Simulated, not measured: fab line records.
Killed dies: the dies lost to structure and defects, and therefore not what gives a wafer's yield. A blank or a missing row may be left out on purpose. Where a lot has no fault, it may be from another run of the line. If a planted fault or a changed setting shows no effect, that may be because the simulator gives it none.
fab line records	flow n5_finfet
record lots=10	wafers=26	last_day=17
route steps=1938 shown BEOL_M0_SAQP@651 BEOL_M4@1111 PASSIVATION@1936
lots untouched by any fault: they come from a run of this same line in which no faults occurred
start_h: start of the lot's first displayed wafer, in hours after the record's first day	wait_h: hours since the lot's step before	" as in the row above	L1.1+2: one row covering several wafers at once	- no value, or no start was given	* or withheld: withheld	< > ~ a bound
route shown NAME@n: NAME is a module with steps in the file, n the number in the route of the first one	usual: mean/standard deviation taken from wafers without a fault	same: alike in all rows	chamber/n: place in a boat	sites: per-site readings	_std_site: how widely they spread, as a standard deviation	_edge_site: the outer-site mean with the inner-site mean subtracted	radius_mm: how far each site lies from the wafer's centre	mask NAME#n: copy n	behind: tool/chamber where the wafer was last shaped	hold: reason for holding the lot/hours on hold/outcome of the hold	device: which transistor (n, p or np) failed to switch	end of line: tests of these same wafers at the route's end	a step given without rows: its recipe and nothing more	killed: dies lost to structure and defects at the first sort, not the wafer's yield	map: the dies of a wafer, with x for killed, . for not killed, _ for no die there
set.NAME: the setting as run; set.NAME@STEP: as run at that earlier step	model.NAME: the simulator's own value behind a step, which no gauge read
steps of the route over a sample of lots; a table a step, a row a wafer
services: the hour from which a tool's chamber was out of use, counted from the record's first day as start_h (under 0 if before that day), plus the number of hours and why
## steps
# step N5_BEOL_M0_SAQP_INSPECT_16
# recipe mode=adi	inspect_instrument=brightfield
# usual raw_defect_count=467/120
lot.wafer	tool	chamber	start_h	wait_h	raw_defect_count
L824.2	defect_inspect-01	-	108.99	0.0	500
L824.5	"	-	"	"	467
L824.6	"	-	"	"	514
L825.1	defect_inspect-01	-	112.99	0.0	415
L825.2	"	-	"	"	565
L825.4	"	-	"	"	615
L828.1	defect_inspect-01	-	132.67	0.0	402
L828.3	"	-	"	"	395
L828.5	"	-	"	"	364
L829.3	defect_inspect-02	-	139.37	0.0	516
L829.4	"	-	"	"	439
L829.6	"	-	"	"	486
L833.4	defect_inspect-01	-	160.81	0.0	334
L833.5	"	-	"	"	377
L834.1	defect_inspect-02	-	169.90	0.0	464
L834.5	"	-	"	"	403
L838.4	defect_inspect-02	-	197.10	0.0	512
L838.5	"	-	"	"	402
L840.3	defect_inspect-02	-	208.51	0.0	535
L840.6	"	-	"	"	455
L841.2	defect_inspect-01	-	212.94	0.0	501
L841.4	"	-	"	"	427
L841.5	"	-	"	"	402
L844.3	defect_inspect-02	-	232.27	0.0	837
L844.5	"	-	"	"	607
L844.6	"	-	"	"	793
# step N5_BEOL_M0_SAQP_MANDREL_ETCH_20
# recipe target_depth_a=600	chemistry=HBr/Cl2	target=a-Si	stop_on=SiNx	bt_time_s=10	mask_material=SOC	over_etch_frac=0.5	time_s=30	pressure_mtorr=10	icp_w=800	bias_w=75	HBr_flow_sccm=150	Cl2_flow_sccm=80	ends=end_point
# usual drypump_motor_current_A=5.8/0.56	mfc_cl2_sccm=79.96/0.25	oes_product_au=0.777/0.014	over_etch_frac=0.5/0	throttle_valve_pct=35.4/0.42
lot.wafer	tool	chamber	start_h	wait_h	drypump_motor_current_A	mfc_cl2_sccm	oes_product_au	over_etch_frac	rf_hours_counter_h	throttle_valve_pct
L824.2	rie_si-06	1	109.40	0.0	5.1	80.28	0.776	0.5	71	35.0
L824.5	"	2	"	"	6.0	80.38	0.775	0.5	-	35.1
L824.6	"	1	"	"	5.1	80.12	0.771	0.5	-	35.0
L825.1	rie_si-04	3	113.46	0.0	6.7	80.21	0.773	0.5	184	36.0
L825.2	"	1	"	"	5.9	79.99	0.777	0.5	51	35.7
L825.4	"	0	"	"	5.6	80.04	0.765	0.5	89	34.9
L828.1	rie_si-04	1	132.98	0.0	5.9	80.15	0.769	0.5	51	35.7
L828.3	"	3	"	"	6.7	80.25	0.765	0.5	184	36.0
L828.5	"	3	"	"	6.7	79.82	0.775	0.5	-	36.0
L829.3	rie_si-02	0	139.87	0.0	5.9	80.06	0.804	0.5	179	34.9
L829.4	"	2	"	"	5.3	79.71	0.760	0.5	64	35.9
L829.6	"	1	"	"	4.7	79.56	0.763	0.5	-	35.6
L833.4	rie_si-04	3	161.12	0.0	6.8	79.99	0.759	0.56831	185	36.0
L833.5	"	0	"	"	5.6	79.54	0.751	0.56831	-	35.0
L834.1	rie_si-04	0	170.21	0.0	5.6	79.88	0.759	0.5	90	34.9
L834.5	"	0	"	"	5.6	79.79	0.756	0.56831	-	34.9
L838.4	rie_si-04	1	197.52	0.0	5.9	79.78	0.767	0.56831	52	35.7
L838.5	"	0	"	"	5.6	80.45	0.761	0.56831	-	34.9
L840.3	rie_si-06	3	208.82	0.0	6.6	80.30	0.798	0.5	84	35.3
L840.6	"	2	"	"	6.0	79.90	0.779	0.5	-	35.1
L841.2	rie_si-02	2	213.25	0.0	5.3	80.15	0.741	0.5	65	35.9
L841.4	"	3	"	"	5.3	79.88	0.794	0.5	21	36.2
L841.5	"	3	"	"	5.4	79.89	0.796	0.5	-	36.2
L844.3	rie_si-06	2	232.58	0.0	6.0	79.96	0.769	0.5	63	35.1
L844.5	"	3	"	"	6.6	79.26	0.801	0.5	-	35.3
L844.6	"	2	"	"	6.0	79.78	0.786	0.5	-	35.1
# step N5_BEOL_M0_SAQP_RECESS_114
# recipe chemistry=HF/NH3	target=SiO2	target_depth_a=144	afs_cycles=3	temp_c=30	sublimation_temp_c=180	sublimation_time_s=60
# usual drypump_motor_current_A=5.7/0.45	temp_c=29.99/0.11
lot.wafer	tool	chamber	start_h	wait_h	drypump_motor_current_A	temp_c
L824.2	vapor_etch-01	1	109.63	0.0	6.4	30.02
L824.5	"	1	"	"	6.4	29.87
L824.6	"	0	"	"	5.2	29.84
L825.1	vapor_etch-02	1	113.69	0.0	5.4	30.07
L825.2	"	0	"	"	5.6	29.94
L825.4	"	1	"	"	5.4	30.18
L828.1	vapor_etch-02	1	133.21	0.0	5.4	30.04
L828.3	"	0	"	"	5.6	29.93
L828.5	"	1	"	"	5.5	29.79
L829.3	vapor_etch-02	1	140.26	0.1	5.4	30.04
L829.4	"	0	"	"	5.6	29.93
L829.6	"	1	"	"	5.4	30.21
L833.4	vapor_etch-01	0	161.47	0.1	5.2	29.80
L833.5	"	1	"	"	6.4	29.88
L834.1	vapor_etch-02	0	170.54	0.0	5.6	30.03
L834.5	"	0	"	"	5.6	30.05
L838.4	vapor_etch-02	1	197.95	0.1	5.4	30.10
L838.5	"	1	"	"	5.4	30.00
L840.3	vapor_etch-01	0	209.18	0.1	5.2	29.96
L840.6	"	1	"	"	6.4	30.01
L841.2	vapor_etch-02	0	213.69	0.0	5.6	30.12
L841.4	"	0	"	"	5.6	29.92
L841.5	"	1	"	"	5.4	29.96
L844.3	vapor_etch-01	0	232.93	0.1	5.2	30.01
L844.5	"	0	"	"	5.2	30.01
L844.6	"	1	"	"	6.4	29.84
# step N5_BEOL_M0_SAQP_SPACER1_ETCHBACK_99
# recipe chemistry=CHF3/O2	mode=anisotropic_etchback	target=SiO2	target_depth_a=154	time_s=7.7	pressure_mtorr=30	source_w=650	bias_w=170	Ar_flow_sccm=200	CHF3_flow_sccm=50	O2_flow_sccm=5	ion_energy_ev=200
# usual drypump_motor_current_A=5.8/0.39	oes_product_au=0.76/0.073	rf_vpp_V=523/13	showerhead_plenum_p_Torr=2.38/0.086	throttle_valve_pct=18.86/0.23
lot.wafer	tool	chamber	start_h	wait_h	drypump_motor_current_A	oes_product_au	rf_hours_counter_h	rf_vpp_V	showerhead_plenum_p_Torr	throttle_valve_pct
L824.2	rie_diel-05	1	110.75	0.3	5.7	0.80	89	500	2.25	19.11
L824.5	"	1	"	"	5.7	0.80	-	499	2.25	19.09
L824.6	"	0	"	"	6.0	0.70	-	544	2.30	19.05
L825.1	rie_diel-01	2	114.72	0.4	5.5	0.71	200	526	2.50	19.03
L825.2	"	0	"	"	5.3	0.67	234	529	2.47	18.89
L825.4	"	1	"	"	5.6	0.73	163	522	2.39	18.97
L828.1	rie_diel-05	0	135.77	0.3	6.0	0.70	194	543	2.30	19.07
L828.3	"	3	"	"	5.5	0.75	169	517	2.32	18.81
L828.5	"	3	"	"	5.5	0.74	-	517	2.32	18.80
L829.3	rie_diel-05	2	141.34	0.3	5.5	0.92	21	520	2.47	18.48
L829.4	"	3	"	"	5.5	0.75	171	518	2.32	18.82
L829.6	"	1	"	"	5.7	0.80	-	500	2.25	19.09
L833.4	rie_diel-01	0	162.21	0.3	5.3	0.66	248	528	2.47	18.91
L833.5	"	1	"	"	5.6	0.72	-	520	2.39	18.99
L834.1	rie_diel-05	3	171.74	0.6	5.5	0.74	180	516	2.32	18.83
L834.5	"	2	"	"	5.5	0.89	-	520	2.46	18.50
L838.4	rie_diel-05	1	198.69	0.3	5.7	0.77	115	501	2.24	19.14
L838.5	"	0	"	"	6.0	0.69	-	544	2.29	19.10
L840.3	rie_diel-04	2	209.98	0.3	5.6	0.75	147	525	2.41	18.54
L840.6	"	2	"	"	5.6	0.75	-	526	2.41	18.52
L841.2	rie_diel-04	3	214.55	0.3	5.4	0.86	69	513	2.35	18.68
L841.4	"	0	"	"	6.5	0.80	113	527	2.53	19.13
L841.5	"	2	"	"	5.6	0.75	-	527	2.41	18.52
L844.3	rie_diel-04	0	233.74	0.3	6.5	0.80	118	526	2.53	19.13
L844.5	"	2	"	"	5.6	0.75	-	526	2.41	18.55
L844.6	"	3	"	"	5.4	0.85	-	512	2.35	18.73
# step N5_BEOL_M4_RC_MEAS_101
# usual DIBL_N=36.8/2.1	DIBL_P=37.1/2.2	IOFF_N=0.18/0.037	IOFF_P=0.23/0.041	ION_N=682/13	ION_P=467/8.6	SS_N=71.7/0.61	SS_P=73.5/0.6	VT_N=248/3.4	VT_P=-249/3.5
lot.wafer	tool	chamber	start_h	wait_h	DIBL_N[mV/V]	DIBL_P[mV/V]	IOFF_N[nA/um]	IOFF_P[nA/um]	ION_N[uA/um]	ION_P[uA/um]	SS_N[mV/dec]	SS_P[mV/dec]	VT_N[mV]	VT_P[mV]
L824.2	prober-01	0	165.44	0.2	35.8	36.0	0.16	0.24	689	488	71.3	73.0	246	-246
L824.5	"	0	"	"	36.0	36.6	0.16	0.24	682	473	71.6	73.7	248	-245
L824.6	"	0	"	"	37.5	38.2	0.18	0.26	693	484	71.4	73.5	246	-244
L825.1	prober-01	0	169.10	0.0	39.8	39.1	0.22	0.26	695	474	72.5	74.0	244	-249
L825.2	"	0	"	"	39.1	37.5	0.19	0.23	691	467	72.8	73.8	247	-247
L825.4	"	0	"	"	40.5	39.5	0.24	0.28	706	479	72.6	73.9	245	-246
L828.1	prober-02	0	188.83	0.0	32.2	32.8	0.13	0.18	668	461	70.8	72.8	250	-250
L828.3	"	0	"	"	32.3	32.7	0.13	0.18	678	466	70.5	72.8	253	-249
L828.5	"	0	"	"	34.1	34.5	0.16	0.21	683	470	71.5	73.6	248	-250
L829.3	prober-01	0	200.56	0.3	41.3	39.9	0.26	0.28	677	464	73.4	75.0	244	-247
L829.4	"	0	"	"	43.3	42.7	0.29	0.34	697	470	73.4	75.1	242	-244
L829.6	"	0	"	"	42.2	40.4	0.26	0.28	691	465	72.7	74.4	244	-250
L833.4	prober-01	0	216.40	0.5	39.4	39.9	0.23	0.30	697	478	71.9	74.4	243	-244
L833.5	"	0	"	"	37.7	37.0	0.20	0.24	691	479	72.4	73.3	244	-249
L834.1	prober-02	0	233.88	0.0	37.8	39.9	0.21	0.22	706	474	71.9	74.5	246	-250
L834.5	"	0	"	"	37.2	39.6	0.21	0.21	691	470	71.8	73.7	246	-251
L838.4	prober-01	0	259.21	0.5	39.0	41.8	0.23	0.29	709	483	72.1	74.3	243	-248
L838.5	"	0	"	"	37.1	39.0	0.18	0.24	698	474	72.0	73.5	247	-246
L840.3	prober-01	0	263.31	0.3	37.8	38.4	0.18	0.24	694	478	71.5	73.5	248	-247
L840.6	"	0	"	"	35.6	36.6	0.15	0.21	692	477	70.8	73.2	249	-247
L841.2	prober-02	0	264.38	0.2	36.9	36.8	0.17	0.25	680	471	71.7	74.0	249	-246
L841.4	"	0	"	"	35.8	35.3	0.15	0.23	683	474	71.4	73.1	251	-246
L841.5	"	0	"	"	34.8	34.7	0.15	0.22	688	474	71.4	72.6	251	-247
L844.3	prober-02	0	294.77	0.3	38.5	39.1	0.22	0.26	699	473	71.3	75.0	245	-248
L844.5	"	0	"	"	34.8	34.6	0.14	0.18	669	467	70.4	73.3	253	-249
L844.6	"	0	"	"	36.3	36.2	0.18	0.21	696	472	70.7	73.9	247	-251
# step N5_PASSIVATION_PROBE_49
# usual defect_limited_yield=91.0/1.4	killed_at_M0_to_M3=35/10	killed_at_M4_up=13/6	killed_at_contacts=13/6.4	killed_at_front_end=42/12	killed_at_other=3.2/2.4	killed_dies=107/17	killed_open=69/13	killed_short=33/7.3	sort_bin_4_leakage=0.00/0.022	sort_bin_5_function=5.3/0.92	sort_bin_6_memory=3.3/0.66	sort_n_pass=1073/17	sort_yield_pct=90.9/1.4
# same gross_dies=1180	killed_at_back_side=0	sort_bin_8_speed[%]=0
lot.wafer	tool	chamber	start_h	wait_h	defect_limited_yield[%]	killed_at_M0_to_M3	killed_at_M4_up	killed_at_contacts	killed_at_front_end	killed_at_other	killed_dies	killed_open	killed_short	sort_bin_4_leakage[%]	sort_bin_5_function[%]	sort_bin_6_memory[%]	sort_n_pass	sort_yield_pct[%]
L824.2	prober-02	-	265.21	0.1	90.7	33	10	18	46	3	110	67	38	0	5.2	3.6	1070	90.7
L824.5	prober-02	-	265.36	0.2	91.1	25	13	20	43	4	105	71	29	0	4.7	3.5	1075	91.1
L824.6	prober-02	-	265.41	0.3	88.6	27	12	20	74	2	135	75	57	0	6.8	4.3	1045	88.6
L828.1	prober-02	-	291.53	0.0	93.1	18	13	4	44	2	81	46	33	0	4.2	2.5	1099	93.1
L828.3	prober-02	-	291.63	0.1	91.4	11	11	29	47	4	102	60	34	0	4.8	3.2	1078	91.4
L828.5	prober-02	-	291.73	0.2	93.2	21	17	8	31	3	80	52	24	0	4.5	1.9	1100	93.2
L833.4	prober-02	-	319.31	0.2	91.3	27	12	14	47	3	103	67	31	0	4.9	3.7	1077	91.3
L834.1	prober-01	-	337.72	0.0	89.7	43	21	16	39	3	122	82	33	0	6.1	3.6	1058	89.7
L834.5	prober-01	-	337.92	0.2	89.3	32	20	19	55	0	126	78	43	0	6.7	3.2	1054	89.3
L844.3	prober-01	-	398.37	0.1	90.6	52	8	10	37	4	111	70	39	0	5.6	3.4	1069	90.6
L844.5	prober-01	-	398.47	0.2	93.1	31	15	10	18	7	81	50	31	0	3.6	2.8	1099	93.1
L844.6	prober-01	-	398.52	0.3	89.7	49	16	8	44	4	121	90	26	0	5.5	4.4	1059	89.7
# killed by level:class
L824.2 MOL_CONTACT_COAG:geometric_particle:open=18 GATE_CUT:geometric_particle:short=7 BEOL_M0_SAQP:geometric_particle:short=7 BEOL_M2:geometric_particle:open=7 ILD0:geometric_particle:open=6 GATE_CUT:geometric_particle:open=6 FIN_SAQP:geometric_particle:short=5 BEOL_M4:geometric_particle:open=5
L824.5 MOL_CONTACT_COAG:geometric_particle:open=15 STI_FIN_REVEAL:geometric_particle:open=7 DUMMY_GATE:geometric_particle:open=6 BEOL_M1:geometric_particle:open=6 FIN_SAQP:geometric_particle:short=5 FIN_SAQP:geometric_particle:open=5 GATE_CUT:geometric_particle:short=5 GATE_CUT:geometric_particle:open=5
L824.6 FIN_SAQP:geometric_particle:short=15 MOL_CONTACT_COAG:geometric_particle:open=13 STI_FIN_REVEAL:geometric_particle:open=11 GATE_CUT:geometric_particle:open=9 GATE_CUT:geometric_particle:short=9 STARTING-WAFER:geometric_particle:short=8 MOL_CONTACT_COAG:geometric_particle:short=7 BEOL_M0_SAQP:geometric_particle:short=7
L828.1 FIN_SAQP:geometric_particle:short=15 FIN_SAQP:geometric_particle:open=8 STI_FIN_REVEAL:geometric_particle:open=7 MOL_CONTACT_COAG:geometric_particle:open=4 BEOL_M4:geometric_particle:open=4 BEOL_M0_SAQP:geometric_particle:short=3 BEOL_M0:geometric_particle:open=3 BEOL_M1:geometric_particle:short=3
L828.3 MOL_CONTACT_COAG:geometric_particle:open=25 FIN_SAQP:geometric_particle:short=11 FIN_SAQP:geometric_particle:open=6 STI_FIN_REVEAL:geometric_particle:open=4 PASS1_CAP:geometric_particle:short=4 STARTING-WAFER:geometric_particle:short=4 ILD0:geometric_particle:open=3 GATE_CUT:geometric_particle:open=3
L828.5 MOL_CONTACT_COAG:geometric_particle:open=7 FIN_SAQP:geometric_particle:short=6 FIN_SAQP:geometric_particle:open=5 STI_FIN_REVEAL:geometric_particle:open=5 BEOL_M3:geometric_particle:open=5 BEOL_M1:geometric_particle:open=4 GATE_CUT:geometric_particle:short=4 BEOL_M2:geometric_particle:open=4
L833.4 STI_FIN_REVEAL:geometric_particle:open=13 MOL_CONTACT_COAG:geometric_particle:open=10 FIN_SAQP:geometric_particle:short=8 BEOL_M2:geometric_particle:open=8 FIN_SAQP:geometric_particle:open=6 GATE_CUT:geometric_particle:open=6 BEOL_M0_SAQP:geometric_particle:short=6 DUMMY_GATE:geometric_particle:open=4
L834.1 BEOL_M0_SAQP:geometric_particle:open=21 FIN_SAQP:geometric_particle:open=16 BEOL_M4:geometric_particle:open=14 BEOL_M0_SAQP:geometric_particle:short=13 MOL_CONTACT_COAG:geometric_particle:open=9 MOL_CONTACT_COAG:geometric_particle:short=7 FIN_SAQP:geometric_particle:short=4 ILD0:geometric_particle:short=3
L834.5 MOL_CONTACT_COAG:geometric_particle:open=18 BEOL_M4:geometric_particle:open=14 BEOL_M0_SAQP:geometric_particle:short=12 FIN_SAQP:geometric_particle:open=11 BEOL_M0_SAQP:geometric_particle:open=11 FIN_SAQP:geometric_particle:short=10 DUMMY_GATE:geometric_particle:open=7 BEOL_M2:geometric_particle:open=5
L844.3 BEOL_M2:geometric_particle:open=17 FIN_SAQP:geometric_particle:short=10 BEOL_M0_SAQP:geometric_particle:open=9 STI_FIN_REVEAL:geometric_particle:open=9 BEOL_M1:geometric_particle:open=9 MOL_CONTACT_COAG:geometric_particle:open=7 BEOL_M1:geometric_particle:short=6 BEOL_M2:geometric_particle:short=6
L844.5 BEOL_M1:geometric_particle:open=11 MOL_CONTACT_COAG:geometric_particle:open=10 BEOL_M2:geometric_particle:open=6 BEOL_M4:geometric_particle:short=6 BEOL_M3:geometric_particle:open=5 BEOL_M0_SAQP:geometric_particle:short=4 FIN_SAQP:geometric_particle:short=3 DUMMY_GATE:geometric_particle:short=3
L844.6 BEOL_M1:geometric_particle:open=18 BEOL_M2:geometric_particle:open=16 STI_FIN_REVEAL:geometric_particle:open=14 FIN_SAQP:geometric_particle:open=7 MOL_CONTACT_COAG:geometric_particle:open=7 BEOL_M0_SAQP:geometric_particle:open=5 FIN_SAQP:geometric_particle:short=4 DUMMY_GATE:geometric_particle:open=4
## services
tool	chamber	start_h	hours	kind
rie_diel-01	-	98.69	2.8	pm
rie_diel-01	1	103.37	4.6	repair
rie_si-02	-	106.70	0.2	repair
rie_diel-04	0	115.51	14.2	repair
rie_si-06	2	121.47	3.3	repair
rie_si-04	1	146.28	10.1	repair
rie_diel-04	1	160.42	8.4	repair
rie_diel-04	-	161.90	4.3	pm
rie_diel-01	0	169.35	-	clean
rie_diel-01	0	169.35	-	consumable_replace:focus_ring
rie_diel-01	0	169.35	15.3	scheduled_down
rie_diel-01	0	169.35	15.3	vent_cycle
rie_si-06	0	180.74	6.8	repair
rie_diel-04	2	186.18	3.8	repair
rie_si-04	0	189.61	1.5	repair
rie_diel-05	1	199.14	22.3	repair
rie_diel-04	-	219.11	0.4	repair
rie_si-04	3	230.26	-	clean
rie_si-04	3	230.26	17.8	scheduled_down
rie_si-04	3	230.26	17.8	vent_cycle
## key
first_sign step=N5_BEOL_M0_SAQP_MANDREL_ETCH_20	reading=over_etch_frac	direction=up	sigmas=99+	usual=0.5	struck=0.56831
effect none on later readings
met_at N5_BEOL_M0_SAQP_MANDREL_ETCH_20
struck_lots L833,L834,L838
struck_wafers L833.4,L833.5,L834.5,L838.4,L838.5
not_acting_at N5_BEOL_M0_SAQP_INSPECT_16,N5_BEOL_M0_SAQP_RECESS_114,N5_BEOL_M0_SAQP_SPACER1_ETCHBACK_99
onset_between 132.98 161.12
fault kind=process_parameter_drift	tool=rie_si-04	chamber=-	onset_h=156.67	steps=N5_BEOL_M0_SAQP_MANDREL_ETCH_20	channel=over_etch_frac	offset=0.068314	shape=step	end_h=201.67	scope=struck_wafers_only	acts_in=these_recipes_only	stated=0.5
